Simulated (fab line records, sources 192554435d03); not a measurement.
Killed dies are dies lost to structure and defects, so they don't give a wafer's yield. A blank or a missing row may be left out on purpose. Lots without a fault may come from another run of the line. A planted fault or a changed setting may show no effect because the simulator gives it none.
Chamber matching | flow n5_finfet | N5_BEOL_M0_CO_CAP_123 on cvd_co-02: 3 sister chambers
The step material Co, precursor CCTBA/H2, target thk 2 nm, time 102.1 s. 3 wafers are shown with their chamber, then 12 later ones without.

WAFERS WITH THEIR CHAMBER
wafer  | chamber | heater_power_outer_w (W)
L093.1 | 2       | 152
L093.2 | 0       | 133
L093.5 | 1       | 117

WAFERS WITHOUT THEIR CHAMBER
wafer  | heater_power_outer_w (W)
L092.2 | 132
L092.4 | 130
L092.6 | 150
L094.1 | 155
L094.2 | 119
L094.6 | 148
L096.1 | 119
L096.2 | 153
L096.3 | 133
L097.2 | 120
L097.4 | 117
L097.6 | 137

WHICH CHAMBER EACH WENT THROUGH
wafer  | from the rows above | in truth
L092.2 | 0                   | 0
L092.4 | 0                   | 0
L092.6 | 2                   | 2
L094.1 | 2                   | 2
L094.2 | 1                   | 1
L094.6 | 2                   | 2
L096.1 | 1                   | 1
L096.2 | 2                   | 2
L096.3 | 0                   | 0
L097.2 | 1                   | 1
L097.4 | 1                   | 1
L097.6 | 0                   | 0
Placed correctly: 12 of 12. Can't be placed from these rows: 0. Placed wrongly: 0.
How it was worked out, from the rows above alone: a wafer's distance from a chamber is the root of the sum, over the readings, of the square of ((its reading less the chamber's mean) divided by the reading's scatter). The wafer belongs to the nearest chamber; if the next one is less than 2 further off, it can't be placed. A chamber's mean is the mean of its shown wafers. The scatter: with one shown wafer a chamber, the root of the mean of the squares of how far each hidden wafer lies from its nearest shown one.
